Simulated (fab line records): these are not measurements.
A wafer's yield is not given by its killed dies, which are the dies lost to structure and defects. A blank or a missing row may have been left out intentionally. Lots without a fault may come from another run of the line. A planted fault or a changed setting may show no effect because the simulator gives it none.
fab line records    flow nandHarc
record lots=5  wafers=15  lastDay=32
route steps=1302 shown A_CONTACT@1006 END@1302
lots that met no fault: from a run of the same line without faults
startH: hours from the record's opening day to when the first of the lot's shown wafers began    waitH: hours since the lot's step before    " the same as in the row above    L1.1+2: a single row standing in for several wafers    - value missing, or start not given    * or withheld: withheld    < > ~ a bound
route shown NAME@n: names a module that has steps shown in the file, with the first one's number in the route    usual: mean/standard deviation of fault-free wafers    same: alike in all rows    chamber/n: place in a boat    sites: the reading at each site    _std_site: how widely they spread, as a standard deviation    _edge_site: outer sites' mean less inner sites'    radiusMm: for every site, how far away it sits from the centre of the wafer    mask NAME#n: copy n    behind: the tool/chamber that last shaped the wafer    hold: cause of the lot's hold/its duration in hours/its outcome    device: the n, p or np transistor that did not switch    end of line: the route-end tests of the same wafers    a step given without rows: its recipe and nothing more    killed: at the first sort, the dies lost to defects and structure; wafer yield is something else    map: shows each die of a wafer: x if killed, . if not, _ if none is there
set.NAME: the run value of the setting; set.NAME@STEP: its run value at that earlier step    model.NAME: the simulator's own value behind a step, which no gauge read
lots at selected steps of the route; one table per step, one row per wafer
services: when a tool's chamber went out of use (startH, in hours from the record's first day, below 0 if earlier), for how many hours, and the reason
## steps
# step NHARC_A_CONTACT_ETCH_112
# recipe sourceW=withheld  pressureMtorr=20  biasV=3000  timeS=190  targetDepthA=18500  arFlowSccm=withheld  c4f8FlowSccm=withheld  o2FlowSccm=withheld  chemistry=C4F8/O2/Ar
# step NHARC_A_CONTACT_ETCH_113
# recipe sourceW=withheld  pressureMtorr=20  biasV=3000  timeS=190  targetDepthA=18500  arFlowSccm=withheld  c4f8FlowSccm=withheld  o2FlowSccm=withheld  chemistry=C4F8/O2/Ar
# step NHARC_A_CONTACT_ETCH_114
# recipe sourceW=withheld  pressureMtorr=20  biasV=3000  timeS=190  targetDepthA=18500  arFlowSccm=withheld  c4f8FlowSccm=withheld  o2FlowSccm=withheld  chemistry=C4F8/O2/Ar
# step NHARC_A_CONTACT_ETCH_115
# recipe sourceW=withheld  pressureMtorr=20  biasV=3000  timeS=190  targetDepthA=18500  arFlowSccm=withheld  c4f8FlowSccm=withheld  o2FlowSccm=withheld  chemistry=C4F8/O2/Ar
lot.wafer  tool           chamber  startH  waitH  rfHoursCounterH
L802.2     harCapEtch-01  0        484.84  0.1    126
L802.1     "              1        "       "      126
L802.5     "              0        "       "      -
L804.1     harCapEtch-02  1        506.74  0.1    87
L804.2     "              0        "       "      87
L804.3     "              0        "       "      -
L814.2     harCapEtch-01  0        596.35  0.2    13
L814.1     "              1        "       "      13
L814.5     "              0        "       "      -
L819.1     harCapEtch-01  0        650.27  0.1    24
L819.4     "              1        "       "      -
L819.6     "              1        "       "      -
L821.2     harCapEtch-02  1        687.87  0.1    120
L821.1     "              0        "       "      120
L821.3     "              1        "       "      -
# step NHARC_A_CONTACT_ETCH_116
# recipe sourceW=withheld  pressureMtorr=20  biasV=3000  timeS=190  targetDepthA=18500  arFlowSccm=withheld  c4f8FlowSccm=withheld  o2FlowSccm=withheld  chemistry=C4F8/O2/Ar
# step NHARC_A_CONTACT_ETCH_117
# recipe sourceW=withheld  pressureMtorr=20  biasV=3000  timeS=190  targetDepthA=18500  arFlowSccm=withheld  c4f8FlowSccm=withheld  o2FlowSccm=withheld  chemistry=C4F8/O2/Ar
lot.wafer  tool           chamber  startH  waitH  rfHoursCounterH
L802.2     harCapEtch-01  0        485.18  0.1    126
L802.1     "              1        "       "      126
L802.5     "              0        "       "      -
L804.1     harCapEtch-02  1        507.08  0.1    87
L804.2     "              0        "       "      87
L804.3     "              0        "       "      -
L814.2     harCapEtch-01  0        596.80  0.2    13
L814.1     "              1        "       "      13
L814.5     "              0        "       "      -
L819.1     harCapEtch-01  0        650.62  0.1    24
L819.4     "              1        "       "      -
L819.6     "              1        "       "      -
L821.2     harCapEtch-02  1        688.20  0.1    121
L821.1     "              0        "       "      121
L821.3     "              1        "       "      -
# step NHARC_A_CONTACT_ETCH_118
# recipe sourceW=withheld  pressureMtorr=20  biasV=3000  timeS=190  targetDepthA=18500  arFlowSccm=withheld  c4f8FlowSccm=withheld  o2FlowSccm=withheld  chemistry=C4F8/O2/Ar
# step NHARC_A_CONTACT_ETCH_119
# recipe sourceW=withheld  pressureMtorr=20  biasV=3000  timeS=190  targetDepthA=18500  arFlowSccm=withheld  c4f8FlowSccm=withheld  o2FlowSccm=withheld  chemistry=C4F8/O2/Ar
# step NHARC_A_CONTACT_ETCH_120
# recipe sourceW=withheld  pressureMtorr=20  biasV=3000  timeS=190  targetDepthA=18500  arFlowSccm=withheld  c4f8FlowSccm=withheld  o2FlowSccm=withheld  chemistry=C4F8/O2/Ar
lot.wafer  tool           chamber  startH  waitH  rfHoursCounterH
L802.2     harCapEtch-01  0        485.69  0.1    126
L802.1     "              1        "       "      126
L802.5     "              0        "       "      -
L804.1     harCapEtch-02  1        507.60  0.1    87
L804.2     "              0        "       "      87
L804.3     "              0        "       "      -
L814.2     harCapEtch-01  0        597.48  0.2    14
L814.1     "              1        "       "      14
L814.5     "              0        "       "      -
L819.1     harCapEtch-01  0        651.13  0.1    25
L819.4     "              1        "       "      -
L819.6     "              1        "       "      -
L821.2     harCapEtch-02  1        688.72  0.1    121
L821.1     "              0        "       "      121
L821.3     "              1        "       "      -
# step NHARC_A_CONTACT_ETCH_121
# recipe sourceW=withheld  pressureMtorr=20  biasV=3000  timeS=190  targetDepthA=18500  arFlowSccm=withheld  c4f8FlowSccm=withheld  o2FlowSccm=withheld  chemistry=C4F8/O2/Ar
# step NHARC_A_CONTACT_ETCH_122
# recipe sourceW=withheld  pressureMtorr=20  biasV=3000  timeS=190  targetDepthA=18500  arFlowSccm=withheld  c4f8FlowSccm=withheld  o2FlowSccm=withheld  chemistry=C4F8/O2/Ar
lot.wafer  tool           chamber  startH  waitH  rfHoursCounterH
L802.2     harCapEtch-01  0        486.03  0.1    127
L802.1     "              1        "       "      127
L802.5     "              0        "       "      -
L804.1     harCapEtch-02  1        507.93  0.1    88
L804.2     "              0        "       "      88
L804.3     "              0        "       "      -
L814.2     harCapEtch-01  0        597.94  0.2    14
L814.1     "              1        "       "      14
L814.5     "              0        "       "      -
L819.1     harCapEtch-01  0        651.47  0.1    25
L819.4     "              1        "       "      -
L819.6     "              1        "       "      -
L821.2     harCapEtch-02  1        689.06  0.1    121
L821.1     "              0        "       "      121
L821.3     "              1        "       "      -
# step NHARC_A_CONTACT_ETCH_123
# recipe sourceW=withheld  pressureMtorr=20  biasV=400  timeS=490  targetDepthA=21100  arFlowSccm=withheld  c4f8FlowSccm=11.5  o2FlowSccm=7.2  chemistry=C4F8/O2/Ar
lot.wafer  tool           chamber  startH  waitH  rfHoursCounterH
L802.2     harCapEtch-01  0        486.20  0.1    127
L802.1     "              1        "       "      127
L802.5     "              0        "       "      -
L804.1     harCapEtch-02  1        508.10  0.1    88
L804.2     "              0        "       "      88
L804.3     "              0        "       "      -
L814.2     harCapEtch-01  0        598.16  0.2    14
L814.1     "              1        "       "      14
L814.5     "              0        "       "      -
L819.1     harCapEtch-01  0        651.70  0.2    25
L819.4     "              1        "       "      -
L819.6     "              1        "       "      -
L821.2     harCapEtch-02  1        689.23  0.1    122
L821.1     "              0        "       "      122
L821.3     "              1        "       "      -
# step NHARC_A_CONTACT_ETCH_90
# recipe targetDepthA=400  overEtchFrac=0.5  timeS=85.7  ionEnergyEv=120  ch3fFlowSccm=50  o2FlowSccm=30  arFlowSccm=200  rfW=500  biasW=100  chemistry=CH3F/O2
# usual ch3fFlowSccm=50.00/0.15  drypumpMotorCurrentA=5.8/0.54  oesProductAu=0.96/0.036  rfVppV=244.6/1.5  showerheadPlenumPTorr=2.47/0.091  throttleValvePct=20.663/0.0087
lot.wafer  tool        chamber  startH  waitH  ch3fFlowSccm  drypumpMotorCurrentA  oesProductAu  rfHoursCounterH  rfVppV  showerheadPlenumPTorr  throttleValvePct
L802.1     rieDiel-09  3        487.18  0.8    49.85         5.5                   0.93          29               245.3   2.54                   20.671
L802.2     "           2        "       "      50.25         5.1                   0.92          29               242.6   2.42                   20.660
L802.5     "           0        "       "      50.13         6.3                   0.92          -                246.8   2.55                   20.667
L804.3     rieDiel-08  2        509.08  0.6    49.84         5.4                   0.93          43               242.1   2.34                   20.663
L804.2     "           3        "       "      49.67         5.7                   0.93          45               243.9   2.39                   20.669
L804.1     "           0        "       "      49.99         5.3                   0.93          42               245.8   2.59                   20.661
L814.1     rieDiel-08  2        599.31  0.9    49.96         5.4                   0.72          13               241.7   2.33                   20.663
L814.2     "           0        "       "      50.09         5.3                   0.99          12               246.6   2.58                   20.662
L814.5     "           2        "       "      49.90         5.5                   0.73          -                241.6   2.33                   20.671
L819.4     rieDiel-09  3        652.59  0.7    50.01         5.5                   0.94          25               246.6   2.53                   20.667
L819.1     "           1        "       "      50.11         6.5                   0.94          22               243.5   2.39                   20.668
L819.6     "           0        "       "      50.14         6.4                   0.92          -                246.7   2.54                   20.669
L821.2     rieDiel-09  1        690.22  0.9    49.88         6.6                   0.98          1                243.8   2.39                   20.663
L821.1     "           2        "       "      50.22         5.1                   0.99          1                242.8   2.40                   20.670
L821.3     "           3        "       "      50.24         5.5                   1.00          1                245.5   2.53                   20.649
# step NHARC_A_CONTACT_ETCH_96
# recipe targetDepthA=200  overEtchFrac=0.5  timeS=10  ionEnergyEv=250  c4f6FlowSccm=25  o2FlowSccm=20  arFlowSccm=500  rfW=600  biasW=500  chemistry=C4F6/O2
# step NHARC_END_SORT_01
# recipe tempC=25
# usual killedAtArray=60/21  killedAtOther=1.0/1.2  killedAtPeriphery=4.2/2.8  killedDies=65/20  killedOpen=3.1/1.8  killedShort=2.6/1.6
# same grossDies=677
lot.wafer  tool       chamber  startH  waitH  killedAtArray  killedAtOther  killedAtPeriphery  killedDies  killedOpen  killedShort
L804.1     prober-02  0        570.31  2.5    49             0              8                  57          5           2
L804.2     prober-02  0        571.11  2.8    57             2              6                  65          6           0
L804.3     prober-02  0        571.92  3.1    46             3              9                  58          3           4
# killed by level:class
L804.1 A_CHANNEL_HOLE_D2:chamberFilmFlake=36 P_GATE:chamberFilmFlake=6 A_CONTACT:chamberFilmFlake=6 A_M0:geometricParticle:open=2 P_M0:geometricParticle:open=1 A_CHANNEL_FILL_D1:geometricParticle:short=1 A_DECK1_JOINT:geometricParticle:short=1 A_ONON_D2:geometricParticle:open=1
L804.2 A_CHANNEL_HOLE_D2:chamberFilmFlake=39 P_GATE:chamberFilmFlake=5 A_STAIRCASE:chamberFilmFlake=5 A_CONTACT:chamberFilmFlake=3 A_BLC:chamberFilmFlake=3 THIN_TSV:chamberFilmFlake=2 P_GATE:geometricParticle:open=1 A_ONON_D1:geometricParticle:open=1
L804.3 A_CHANNEL_HOLE_D2:chamberFilmFlake=28 P_GATE:chamberFilmFlake=8 A_CONTACT:chamberFilmFlake=5 THIN_TSV:chamberFilmFlake=3 A_CHANNEL_HOLE_D1:chamberFilmFlake=2 A_CHANNEL_FILL_D1:chamberFilmFlake=2 A_STAIRCASE:chamberFilmFlake=2 P_M2:geometricParticle:open=1
## services
tool           chamber  startH  hours  kind
rieDiel-09     0        476.55  -      clean
rieDiel-09     1        476.55  -      clean
rieDiel-09     2        476.55  -      clean
rieDiel-09     3        476.55  -      clean
harCapEtch-01  -        497.00  17.0   pm
harCapEtch-01  0        497.00  17.0   ventCycle
harCapEtch-01  1        497.00  17.0   ventCycle
rieDiel-09     2        497.25  9.1    repair
rieDiel-09     -        497.34  9.0    pm
rieDiel-09     0        497.34  9.0    ventCycle
rieDiel-09     1        497.34  9.0    ventCycle
rieDiel-09     3        497.34  9.0    ventCycle
rieDiel-09     0        506.34  -      clean
rieDiel-09     1        506.34  -      clean
rieDiel-09     3        506.34  -      clean
harCapEtch-01  0        514.00  -      clean
harCapEtch-01  1        514.00  -      clean
rieDiel-09     0        530.84  -      clean
rieDiel-09     0        581.81  9.6    repair
rieDiel-09     1        587.72  7.1    repair
rieDiel-08     0        589.91  4.2    repair
rieDiel-08     0        648.43  6.6    repair
harCapEtch-02  -        672.76  0.7    repair
rieDiel-09     -        674.34  9.0    pm
## key
firstSign step=NHARC_A_CONTACT_ETCH_90  reading=oesProductAu  direction=down  sigmas=6.5  usual=0.96  struck=0.73
effect none on later readings
metAt NHARC_A_CONTACT_ETCH_90
struckWafers L814.1,L814.5
testerLeftOut L814
onsetBetween 509.08 599.31
fault kind=processParameterDrift  tool=rieDiel-08  chamber=2  onsetH=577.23  steps=NHARC_A_CONTACT_ETCH_90  channel=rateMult  offset=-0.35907  shape=step  endH=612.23
# testerLeftOut: of these lots the tester's yield and bins aren't shown, on N5 and GAA mostly nor the transistor test; their killed dies are dies lost to structure and defects alone, not to doping, threshold or leakage, so they don't give the yield
